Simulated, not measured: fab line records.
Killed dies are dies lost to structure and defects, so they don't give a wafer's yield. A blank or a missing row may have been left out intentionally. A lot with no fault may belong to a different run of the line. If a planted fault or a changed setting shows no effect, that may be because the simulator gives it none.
The tool behind it: which one? ; flow nand_harc ; 12 lots, 34 wafers sampled, at 5 steps of a route of 1302

## WHAT THE GAUGES SHOWED, per wafer
NHARC_END_SORT_01. Usual: killed_at_array 53, standard deviation 21; killed_at_other 0.8, standard deviation 1.1; killed_at_periphery 4.2, standard deviation 2.7; killed_dies 58, standard deviation 22; killed_open 3.4, standard deviation 1.9; killed_short 2.5, standard deviation 1.6.
lot;measured;on;killed_at_array;killed_at_other;killed_at_periphery;killed_dies;killed_open;killed_short;flag
L366;day 26 21:08;prober-01;76 68 83;0 1 0;1 4 2;77 73 85;3 3 5;0 3 6;
L379;day 32 15:40;prober-01;26 30 29;0 0 0;3 8 5;29 38 34;2 3 2;0 0 3;

## TOOL THAT RAN EACH LOT (tool first, then ch and the chambers of the sampled wafers, then the start)
lot;NHARC_A_STAIRCASE_ETCH_271;NHARC_A_STAIRCASE_DEP_280;NHARC_A_STAIRCASE_DESCUM_291;NHARC_A_STAIRCASE_ETCH_292
L361;rie_diel-12 ch 0,1, day 16 04:14;pecvd-02 ch 0,1,2, day 16 10:44;rie_diel-01 ch 0,1, day 16 11:41;rie_diel-01 ch 0,2,3, day 16 11:47
L362;rie_diel-12 ch 0,1, day 16 14:55;pecvd-02 ch 0,1,2, day 16 23:57;rie_diel-12 ch 1,3, day 17 00:45;rie_diel-12 ch 1,2,3, day 17 00:51
L363;rie_diel-01 ch 0,1,3, day 16 20:19;pecvd-02 ch 0,1,2, day 17 01:51;rie_diel-12 ch 0,1, day 17 02:47;rie_diel-12 ch 0,2,3, day 17 02:53
L366;rie_diel-12 ch 0,1,2, day 18 14:08;pecvd-04 ch 0,1,2, day 18 21:22;rie_diel-04 ch 1,2,3, day 18 22:20;rie_diel-04 ch 1,2,3, day 18 22:24
L372;rie_diel-01 ch 0,2,3, day 21 04:17;pecvd-04 ch 0,1,2, day 21 12:28;rie_diel-04 ch 0,2, day 21 13:16;rie_diel-04 ch 0,3, day 21 13:21
L374;rie_diel-01 ch 1,3, day 22 02:21;pecvd-04 ch 0,2, day 22 09:35;rie_diel-01 ch 1,2, day 22 10:31;rie_diel-01 ch 1,3, day 22 10:39
L377;rie_diel-04 ch 1,3, day 23 00:11;pecvd-01 ch 0,1, day 23 05:05;rie_diel-12 ch 1,2,3, day 23 06:05;rie_diel-12 ch 1,2,3, day 23 06:10
L379;rie_diel-01 ch 1,2,3, day 23 13:59;pecvd-04 ch 0,2, day 23 21:53;rie_diel-01 ch 2,3, day 23 22:44;rie_diel-01 ch 1,3, day 23 22:49
L378;rie_diel-01 ch 0,3, day 23 15:43;pecvd-04 ch 0,1,2, day 23 22:53;rie_diel-04 ch 0,1,2, day 23 23:53;rie_diel-04 ch 0,1, day 24 00:08
L380;rie_diel-01 ch 2, day 23 22:17;pecvd-04 ch 0, day 24 03:40;rie_diel-12 ch 3, day 24 04:40;rie_diel-12 ch 3, day 24 04:46
L383;rie_diel-12 ch 2,3, day 25 19:29;pecvd-01 ch 1,2, day 26 00:30;rie_diel-04 ch 2,3, day 26 01:27;rie_diel-04 ch 0,2,3, day 26 01:33
L384;rie_diel-12 ch 0,1,3, day 25 22:04;pecvd-02 ch 1,2, day 26 02:52;rie_diel-01 ch 0,1,2, day 26 03:43;rie_diel-01 ch 0,1,2, day 26 03:49
- NHARC_A_STAIRCASE_ETCH_271: etches the open film in CF4/CHF3.
- NHARC_A_STAIRCASE_DEP_280: deposits SiON, target thk 30 nm.
- NHARC_A_STAIRCASE_DESCUM_291: chemistry O2, time 3 s.
- NHARC_A_STAIRCASE_ETCH_292: etches the open film in CF4/CHF3.

## WHAT THE TOOLS THEMSELVES READ (means of the sampled wafers that have a number; where no wafer has one, the mark that the record gives instead)
NHARC_A_STAIRCASE_ETCH_271. Usual: drypump_motor_current_A 5.8 A, standard deviation 0.34; oes_product_au 0.960 a.u., standard deviation 0.025; rf_vpp_V 371.2 V, standard deviation 2.5; showerhead_plenum_p_Torr 1.60 Torr, standard deviation 0.069; throttle_valve_pct 16.803 %, standard deviation 0.0086.
lot;tool;drypump_motor_current_A (A);oes_product_au (a.u.);rf_vpp_V (V);showerhead_plenum_p_Torr (Torr);throttle_valve_pct (%);flag
L361;rie_diel-12;6.1;0.959;375.4;1.68;16.795;
L362;rie_diel-12;6.1;0.969;374.2;1.68;16.796;
L363;rie_diel-01;5.7;0.925;370.3;1.58;16.804;
L366;rie_diel-12;5.8;0.974;373.1;1.63;16.798;
L372;rie_diel-01;5.8;0.973;369.8;1.54;16.808;
L374;rie_diel-01;5.7;0.931;369.4;1.54;16.800;
L377;rie_diel-04;5.6;0.973;367.3;1.49;16.800;
L379;rie_diel-01;5.8;0.936;370.3;1.55;16.792;
L378;rie_diel-01;5.7;0.932;370.3;1.55;16.811;
L380;rie_diel-01;5.9;0.953;370.4;1.55;16.801;
L383;rie_diel-12;5.4;0.968;369.8;1.55;16.816;
L384;rie_diel-12;5.9;0.971;372.5;1.64;16.802;

NHARC_A_STAIRCASE_DEP_280. Usual: heater_power_w 701 W, standard deviation 66; rf_fwd_power_W 348.5 W, standard deviation 1.2; showerhead_vpp_V 1149 V, standard deviation 53.
lot;tool;heater_power_w (W);rf_fwd_power_W (W);showerhead_vpp_V (V);flag
L361;pecvd-02;649;347.6;1103;
L362;pecvd-02;682;348.1;1096;
L363;pecvd-02;637;347.7;1105;
L366;pecvd-04;666;349.6;1161;
L372;pecvd-04;680;349.3;1140;
L374;pecvd-04;711;347.3;1154;
L377;pecvd-01;828;349.3;1244;
L379;pecvd-04;727;301.8;1086;OFF
L378;pecvd-04;687;302.7;1057;OFF
L380;pecvd-04;872;207.4;883;OFF
L383;pecvd-01;746;348.3;1201;
L384;pecvd-02;712;348.0;1108;

NHARC_A_STAIRCASE_DESCUM_291. Usual: drypump_motor_current_A 5.7 A, standard deviation 0.41; oes_product_au 1.004 a.u., standard deviation 0.0096; rf_vpp_V 57.9 V, standard deviation 0.95; showerhead_plenum_p_Torr 1.94 Torr, standard deviation 0.094; throttle_valve_pct 11.311 %, standard deviation 0.0091.
lot;tool;drypump_motor_current_A (A);oes_product_au (a.u.);rf_vpp_V (V);showerhead_plenum_p_Torr (Torr);throttle_valve_pct (%);flag
L361;rie_diel-01;5.6;0.997;57.6;1.98;11.314;
L362;rie_diel-12;5.7;1.007;57.7;1.98;11.303;
L363;rie_diel-12;6.0;1.013;57.5;2.04;11.310;
L366;rie_diel-04;5.5;1.003;58.6;1.91;11.310;
L372;rie_diel-04;6.2;1.005;58.4;2.05;11.316;
L374;rie_diel-01;5.8;0.998;58.4;1.91;11.313;
L377;rie_diel-12;5.6;0.994;57.5;1.94;11.303;
L379;rie_diel-01;5.9;0.997;56.9;1.85;11.315;
L378;rie_diel-04;5.8;1.006;58.4;1.99;11.317;
L380;rie_diel-12;5.7;0.993;56.9;1.94;11.294;
L383;rie_diel-04;5.4;0.997;58.0;2.06;11.306;
L384;rie_diel-01;5.7;0.995;57.3;1.92;11.312;

NHARC_A_STAIRCASE_ETCH_292. Usual: drypump_motor_current_A 5.7 A, standard deviation 0.4; oes_product_au 0.936 a.u., standard deviation 0.019; rf_vpp_V 371.3 V, standard deviation 2.5; showerhead_plenum_p_Torr 1.59 Torr, standard deviation 0.072; throttle_valve_pct 16.803 %, standard deviation 0.0078.
lot;tool;drypump_motor_current_A (A);oes_product_au (a.u.);rf_vpp_V (V);showerhead_plenum_p_Torr (Torr);throttle_valve_pct (%);flag
L361;rie_diel-01;5.8;0.919;369.7;1.55;16.794;
L362;rie_diel-12;5.6;0.924;371.3;1.60;16.799;
L363;rie_diel-12;5.8;0.924;371.1;1.61;16.800;
L366;rie_diel-04;5.5;0.930;371.0;1.57;16.811;
L372;rie_diel-04;6.3;0.929;371.3;1.61;16.807;
L374;rie_diel-01;5.7;0.937;369.8;1.53;16.799;
L377;rie_diel-12;5.5;0.922;371.3;1.59;16.805;
L379;rie_diel-01;5.7;0.931;369.0;1.53;16.808;
L378;rie_diel-04;6.3;0.949;372.4;1.64;16.801;
L380;rie_diel-12;5.7;0.927;370.6;1.59;16.790;
L383;rie_diel-04;5.8;0.931;373.7;1.68;16.799;
L384;rie_diel-01;5.7;0.923;371.8;1.58;16.808;

## THE ANSWER, worked out from the rows above alone
Rule: lot off if the mean of its wafers having a number is beyond 3 standard deviations from the usual mean. A lot without any number at a reading at which 4 lots or more have one is off too. Any other lot the step has rows for is counted as sound. After the gauges, taken in route order, come the tools' own readings; for these a lot's mean is taken, as printed above. The first step at which some lot is off is used, and at that step the reading that is off furthest; a lot without a number counts as furthest.
Off: L379, L378, L380, at NHARC_A_STAIRCASE_DEP_280 (rf_fwd_power_W).
A tool fits if, at that step or a process step before it, it ran every lot that is off, and no sound lot after the first of them. Can't be told from this: 2 tools fit, rie_diel-01 at NHARC_A_STAIRCASE_ETCH_271, pecvd-04 at NHARC_A_STAIRCASE_DEP_280.

## WHAT THE SIMULATOR HAD PUT IN
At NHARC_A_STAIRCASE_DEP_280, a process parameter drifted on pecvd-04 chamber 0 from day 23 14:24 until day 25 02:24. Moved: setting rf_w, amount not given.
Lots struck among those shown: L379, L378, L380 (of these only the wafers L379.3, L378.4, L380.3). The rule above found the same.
